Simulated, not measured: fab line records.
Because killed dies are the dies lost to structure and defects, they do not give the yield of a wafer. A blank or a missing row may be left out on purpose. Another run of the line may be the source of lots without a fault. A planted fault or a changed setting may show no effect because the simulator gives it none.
Matching of chambers    flow n5-finfet    rie-diel-01 running N5_BEOL_M10_VIA_ETCH_34: 4 sister chambers
The step etches SiCOH lowk in C4F6/O2, target depth 184.5 nm, time 69.2 s. 4 wafers are shown with their chamber, then 12 later ones without.

## WAFERS WITH THEIR CHAMBER
wafer   chamber  drypump-motor-current-A (A)
L086.6  0        6.8
L088.1  3        5.1
L088.3  2        4.9
L088.6  1        6.2

## WAFERS WITH NO CHAMBER GIVEN
wafer   drypump-motor-current-A (A)
L091.1  6.2
L091.5  6.2
L091.6  4.9
L094.1  6.2
L094.2  4.9
L094.3  6.8
L094.4  4.9
L094.5  6.1
L094.6  6.8
L096.2  6.8
L096.4  5.1
L096.6  6.8

## WHICH CHAMBER EACH ONE RAN IN
wafer   from the rows above  in truth
L091.1  1                    1
L091.5  1                    1
L091.6  2                    2
L094.1  1                    1
L094.2  2                    2
L094.3  0                    0
L094.4  2                    2
L094.5  1                    1
L094.6  0                    0
L096.2  0                    0
L096.4  3                    3
L096.6  0                    0
Placed correctly: 12 of 12. From these rows, 0 cannot be placed. 0 placed wrongly.
How it was worked out, from the rows above alone: a wafer's distance from a chamber is the root of the sum, over the readings, of the square of ((its reading less the chamber's mean) divided by the reading's scatter). If the next closest chamber is less than 2 further off than the closest, the wafer can't be placed; otherwise it belongs to the closest. A chamber's mean is the mean of its shown wafers. The scatter: root of mean squared gap, hidden wafer to nearest shown wafer, with one shown wafer a chamber.
